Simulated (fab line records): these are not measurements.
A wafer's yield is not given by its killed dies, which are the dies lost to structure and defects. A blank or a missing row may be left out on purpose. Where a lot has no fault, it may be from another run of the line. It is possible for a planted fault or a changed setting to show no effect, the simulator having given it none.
What tool caused it?    flow nand-harc    route of 1302 steps, sampled at 1 step: 24 lots, 72 wafers

WHAT EACH GAUGE READ, for each wafer
NHARC_A_CONTACT_CD_MEAS_15. Usual: cd-nm at 189.9 nm, with a standard deviation of 0.76.
lot   measured      on         cd-nm (nm)         flag
L074  day 22 20:50  cd-sem-03  190.1 190.4 190.0  
L075  day 23 07:31  cd-sem-01  189.5 190.0 190.3  
L076  day 23 16:53  cd-sem-01  188.5 188.5 189.7  
L078  day 23 22:40  cd-sem-01  191.0 191.5 190.4  
L077  day 23 23:07  cd-sem-03  190.3 188.7 190.0  
L079  day 24 04:54  cd-sem-02  189.7 190.6 189.1  
L080  day 24 21:03  cd-sem-02  189.4 189.0 189.8  
L081  day 25 00:13  cd-sem-02  190.7 190.3 189.7  
L082  day 25 21:47  cd-sem-03  189.0 189.2 189.1  
L083  day 26 20:22  cd-sem-02  189.5 190.2 190.3  
L084  day 27 01:59  cd-sem-02  188.8 189.4 189.8  
L085  day 27 03:38  cd-sem-01  189.5 189.3 189.5  
L086  day 28 01:58  cd-sem-03  190.0 189.4 190.5  
L087  day 28 05:41  cd-sem-01  191.2 190.1 190.8  
L088  day 28 11:23  cd-sem-01  190.2 190.0 190.3  
L089  day 28 17:28  cd-sem-02  190.7 189.6 188.8  
L090  day 28 19:09  cd-sem-01  191.2 190.2 191.0  
L091  day 29 11:40  cd-sem-03  190.1 190.8 190.5  
L092  day 29 12:58  cd-sem-03  190.7 189.7 190.4  
L093  day 30 03:41  cd-sem-01  190.2 189.8 191.1  
L095  day 30 18:11  cd-sem-02  188.9 188.8 188.7  
L096  day 30 19:49  cd-sem-01  189.6 190.3 190.7  
L094  day 31 08:15  cd-sem-03  189.0 190.4 188.9  
L097  day 31 20:39  cd-sem-03  190.2 189.5 190.1  

WHAT TOOL EACH LOT RAN ON (gives the tool, then ch and the chambers of the sampled wafers, and finally the start)
Record: no process step prior to these readings.

WHAT THE TOOLS THEMSELVES READ (means of the sampled wafers that have a number; where no wafer has one, the mark that the record gives instead)
The record holds no such reading with a usual standard deviation.

THE ANSWER, worked out from the rows above alone
Rule: a lot is off if the mean of its wafers that have a number lies more than 3 standard deviations from the usual mean. Also off: a lot with no number at a reading for which 4 or more lots have one. Any other lot the step has rows for is counted as sound. Order of review: gauges by route order, followed by the tools' own readings, for which a lot's mean as printed above is used. The first step at which some lot is off is used, and at that step the reading that is off furthest; a lot without a number counts as furthest.
Nothing can be told from this: no lot is off at any reading shown.

WHAT THE SIMULATOR HAD PUT IN
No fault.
